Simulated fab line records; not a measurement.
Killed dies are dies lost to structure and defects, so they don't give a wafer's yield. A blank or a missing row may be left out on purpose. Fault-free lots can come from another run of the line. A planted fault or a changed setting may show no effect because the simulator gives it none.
The tool behind it: which one? -- flow nand_harc -- 6 lots with 18 wafers sampled at 5 steps, on a route of 1159 steps

## WHAT THE GAUGES READ, wafer by wafer
NHARC_END_SORT_01.
lot,measured,on,killed_at_array
L385,day 22 06:48,prober-02,26 25 28

## WHICH TOOL RAN EACH LOT (tool, then ch and the chambers of the sampled wafers, then the start)
lot,NHARC_P_GATE_HM_DEP_102,NHARC_P_GATE_IMPLANT_49,NHARC_P_GATE_STRIP_113,NHARC_P_GATE_RTA_64
L374,"acl_dep-01 ch 0, day 5 00:23","implanter-02 ch 0, day 5 14:04","plasma_asher-01 ch 0, day 5 18:14","rtp_anneal-01 ch 0, day 5 19:25"
L378,"acl_dep-02 ch 0, day 6 02:13","implanter-01 ch 0, day 6 15:50","plasma_asher-01 ch 0,1, day 6 19:31","rtp_anneal-01 ch 0, day 6 20:48"
L385,"acl_dep-03 ch 0, day 8 01:32","implanter-02, day 8 15:36","plasma_asher-01 ch 1, day 8 19:26","rtp_anneal-01 ch 0, day 8 20:35"
L389,"acl_dep-03 ch 0, day 9 00:16","implanter-01 ch 0, day 9 14:17","plasma_asher-01 ch 0,1, day 9 17:59","rtp_anneal-01 ch 0, day 9 19:19"
L391,"acl_dep-01 ch 0, day 9 08:28","implanter-01 ch 0, day 10 03:45","plasma_asher-01 ch 0,1, day 10 07:28","rtp_anneal-02 ch 0, day 10 08:45"
L394,"acl_dep-02 ch 0, day 10 00:49","implanter-02 ch 0, day 10 14:23","plasma_asher-02 ch 0,1, day 10 18:36","rtp_anneal-01 ch 0, day 10 19:55"
- NHARC_P_GATE_HM_DEP_102: deposits aC, target thk 120 nm.
- NHARC_P_GATE_IMPLANT_49
- NHARC_P_GATE_STRIP_113: strips in N2/H2, time 740 s.
- NHARC_P_GATE_RTA_64: time 1 s.

## THE ANSWER, worked out from the rows above alone
Rule: what is usual is taken from the lots themselves. Put in order of their means at a reading, lots are off if they are a third of the lots or fewer, leave a main group of 4 or more, and stand apart from it by a gap of 3 or more times the standard deviation of the main group's means; of several such gaps the widest counts. A main group whose means are all the same, to the digits that the tables above print for the reading, isn't used. A lot without any number at a reading at which 4 lots or more have one is off too. The other lots that the step has rows for count as sound.
None of the lots is off at any reading shown; this tells nothing.

## WHAT HAD BEEN PUT IN BY THE SIMULATOR
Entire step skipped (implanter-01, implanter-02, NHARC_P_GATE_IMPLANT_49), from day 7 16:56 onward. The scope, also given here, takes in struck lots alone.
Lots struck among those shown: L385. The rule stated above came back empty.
